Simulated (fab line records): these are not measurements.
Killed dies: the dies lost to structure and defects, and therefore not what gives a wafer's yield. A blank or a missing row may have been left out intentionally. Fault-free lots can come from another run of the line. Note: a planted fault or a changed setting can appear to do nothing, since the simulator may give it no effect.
Comparing a struck lot with a sound one ; flow nand-harc ; 39 steps out of a route of 1302
Sound: wafers L179.3, L179.4, L179.6. Struck: wafers L186.1, L186.5. (L186.3 of the same lot was not struck and is left out.) The cause comes at the end.
For every step that has rows: the tool of each side, followed by ch and its chambers, followed by its first start. Under that, the readings that differ: sound wafers ; struck wafers ; difference of the means ; sigmas: that difference in standard deviations of wafers without a fault.
alike: same words and numbers on both sides, and readings whose means sit less than 2 such deviations apart. not compared: any withheld reading, any reading some wafer has no value for, any bound like >300 that may hide the same value, and any number with overlapping values for which the record gives no deviation.
A row with sigmas, a row that says differs or no value, or rows on one side alone: a step with any of these is where the two part. Non-overlapping numbers with no deviation appear without sigmas and do not part them. Lack of a reading on every wafer of one side parts them only where that side has two or more wafers.

first, 10 steps without rows for these wafers: NHARC_A_CHANNEL_HOLE_D1_DEP_00 (deposits aC, target thk 3100 nm); NHARC_A_CHANNEL_HOLE_D1_DEP_01 (deposits SiON, target thk 140 nm); NHARC_A_CHANNEL_HOLE_D1_DEHYDRATE_02 (time 120 s); NHARC_A_CHANNEL_HOLE_D1_HMDS_03 (time 30 s); NHARC_A_CHANNEL_HOLE_D1_COAT_36 (time 75 s); NHARC_A_CHANNEL_HOLE_D1_COAT_37 (time 65 s); NHARC_A_CHANNEL_HOLE_D1_COAT_04 (resist thk 90 nm); NHARC_A_CHANNEL_HOLE_D1_SOFTBAKE_05 (time 55 s); NHARC_A_CHANNEL_HOLE_D1_EBR_06; NHARC_A_CHANNEL_HOLE_D1_EXPOSE_07 (exposes mask HOLE D1, target cd 100 nm).
NHARC_A_CHANNEL_HOLE_D1_PEB_08: peb time 65 s.
  sound on litho-track-01 ch 0, day 12 18:11; struck on litho-track-01 ch 0, day 15 08:59
then, 1 step without rows for these wafers: NHARC_A_CHANNEL_HOLE_D1_DEVELOP_09 (develop time 35 s).
NHARC_A_CHANNEL_HOLE_D1_CD_MEAS_10: target cd 100 nm.
  sound on cd-sem-03 ch 0, day 12 18:16; struck on cd-sem-03 ch 0, day 15 09:04
reading;sound;struck;difference;sigmas
cd-nm (nm);100.0 100.0 100.7;109.7 110.5;+9.9;+20
NHARC_A_CHANNEL_HOLE_D1_DESCUM_15: chemistry O2, time 3 s.
  sound on rie-diel-11 ch 0,1, day 12 18:27; struck on rie-diel-01 ch 2,3, day 15 09:14
reading;sound;struck;difference;sigmas
model.A_CHANNEL_HOLE_D1.cd-nm (nm);100.3 100.9 101.5;109.4 110.8;+9.2;
  alike: drypump-motor-current-A, o2-flow-sccm, oes-product-au, rf-vpp-V, showerhead-plenum-p-Torr, throttle-valve-pct
  not compared: rf-hours-counter-h
then, 4 steps without rows for these wafers: NHARC_A_CHANNEL_HOLE_D1_ETCH_38 (etches the open film in CF4, target depth 39 nm, time 65 s); NHARC_A_CHANNEL_HOLE_D1_ETCH_39 (etches the open film in N2/H2, target depth 260 nm, time 325 s); NHARC_A_CHANNEL_HOLE_D1_ETCH_34 (etches the open film in CF4/CHF3, target depth 154 nm, time 77 s); NHARC_A_CHANNEL_HOLE_D1_ETCH_16 (etches the open film in O2/COS, target depth 3100 nm, time 806 s).
NHARC_A_CHANNEL_HOLE_D1_CD_MEAS_18:
  sound: cd-sem-03 at day 12 19:34; struck: cd-sem-03 at day 15 10:24
reading;sound;struck;difference;sigmas
cd-nm (nm);103.5 103.6 103.7;111.5 107.4;+5.9;+3
then, 12 steps without rows for these wafers: NHARC_A_CHANNEL_HOLE_D1_ETCH_19 (etches the open film in C4F8/O2/Ar, time 34.5 s); NHARC_A_CHANNEL_HOLE_D1_ETCH_20 (etches the open film in C4F8/O2/Ar, time 361.9 s, target depth 1600 nm); NHARC_A_CHANNEL_HOLE_D1_ETCH_21 (etches the open film in C4F8/O2/Ar, time 514.3 s, target depth 1600 nm); NHARC_A_CHANNEL_HOLE_D1_ETCH_22 (etches the open film in C4F8/O2/Ar, time 666.7 s, target depth 1600 nm); NHARC_A_CHANNEL_HOLE_D1_ETCH_23 (etches the open film in C4F8/O2/Ar, time 819 s, target depth 1600 nm); NHARC_A_CHANNEL_HOLE_D1_ETCH_24 (etches the open film in C4F8/O2/Ar, time 906.2 s, target depth 1500 nm); NHARC_A_CHANNEL_HOLE_D1_ETCH_25 (etches the open film in C4F8/O2/Ar, time 1040.2 s, target depth 1500 nm); NHARC_A_CHANNEL_HOLE_D1_ETCH_26 (etches the open film in C4F8/O2/Ar, time 224.1 s, target depth 300 nm); NHARC_A_CHANNEL_HOLE_D1_ETCH_33 (etches the open film in C4F8/O2/Ar, time 90 s, target depth 400 nm); NHARC_A_CHANNEL_HOLE_D1_STRIP_41 (strips in N2/H2); NHARC_A_CHANNEL_HOLE_D1_STRIP_42 (strips in CF4/CHF3); NHARC_A_CHANNEL_HOLE_D1_STRIP_43 (strips in O2/COS).
NHARC_A_CHANNEL_HOLE_D1_ETCH_44: etches the open film in CF4/O2, target depth 140 nm, overetch 14 nm, time 77 s.
  sound on rie-diel-11 ch 2,3, day 13 00:23; struck on rie-diel-11 ch 2, day 15 15:13
reading;sound;struck;difference;sigmas
model.A_CHANNEL_HOLE_D1.cd-nm (nm);90.7 89.98 91.8;99.81 101.8;+9.98;
  alike: drypump-motor-current-A, o2-flow-sccm, oes_f_703_au, oes-product-au, rf-vpp-V, showerhead-plenum-p-Torr, throttle-valve-pct
  not compared: rf-hours-counter-h
then, 3 steps without rows for these wafers: NHARC_A_CHANNEL_HOLE_D1_STRIP_27 (strips in O2); NHARC_A_CHANNEL_HOLE_D1_PRECLEAN_28 (cleans in SC1); NHARC_A_CHANNEL_HOLE_D1_SRD_29.
NHARC_A_CHANNEL_HOLE_D1_CD_MEAS_30:
  sound: cd-sem-03 at day 13 01:11; struck: cd-sem-01 at day 15 16:01
reading;sound;struck;difference;sigmas
cd-nm (nm);90.8 90.8 92.1;100.5 102.5;+10.3;+9
NHARC_A_CHANNEL_HOLE_D1_XSEM_31:
  sound on xsem-01 ch 0, day 13 01:17; struck on xsem-02 ch 0, day 15 16:06
reading;sound;struck;difference;sigmas
bot-cd-nm (nm);75.9 75.8 76.4;85.9 87.1;+10.5;+8
  alike: bow-nm, tilt-deg
-- record jumps: 16 days between struck wafers' starts before vs after; left off in module A_CHANNEL_HOLE_D1, resumes in module END, first step shown is number 1301 of the route --
NHARC_END_WLT_00:
  sound: prober-01 at day 28 13:36; struck: prober-02 at day 31 09:06
reading;sound;struck;difference;sigmas
VT_DECK1_BOTTOM;0.872 0.873 0.869;0.895 0.903;+0.028;+3
VT_DECK1_BOTTOM_INNER;0.875 0.872 0.879;0.904 0.910;+0.032;+4
VT_DECK1_MEDIAN_NEAR_BOTTOM;0.879 0.881 0.877;0.906 0.911;+0.030;+3
VT_DECK1_MEDIAN_NEAR_BOTTOM_INNER;0.878 0.873 0.888;0.893 0.908;+0.021;+2
VT_DECK1_MIDDLE;0.892 0.884 0.896;0.927 0.912;+0.029;+3
VT_DECK1_MIDDLE_INNER;0.891 0.895 0.880;0.907 0.912;+0.021;+2
VT_DECK1_TOP;0.897 0.890 0.896;0.927 0.927;+0.033;+3
VT_DECK1_TOP_INNER;0.890 0.899 0.902;0.919 0.926;+0.026;+3
  alike: VT_DECK2_BOTTOM, VT_DECK2_BOTTOM_INNER, VT_DECK2_MEDIAN_NEAR_BOTTOM, VT_DECK2_MEDIAN_NEAR_BOTTOM_INNER, VT_DECK2_MIDDLE, VT_DECK2_MIDDLE_INNER, VT_DECK2_TOP, VT_DECK2_TOP_INNER
NHARC_END_SORT_01:
  at this point the record logs the struck wafers (prober-02 ch 0, day 31 12:04) and has no rows for the sound ones

WHERE THEY PART
At NHARC_A_CHANNEL_HOLE_D1_CD_MEAS_10 first; at NHARC_END_SORT_01 last (within this record only).

WHY: whatever the simulator had introduced
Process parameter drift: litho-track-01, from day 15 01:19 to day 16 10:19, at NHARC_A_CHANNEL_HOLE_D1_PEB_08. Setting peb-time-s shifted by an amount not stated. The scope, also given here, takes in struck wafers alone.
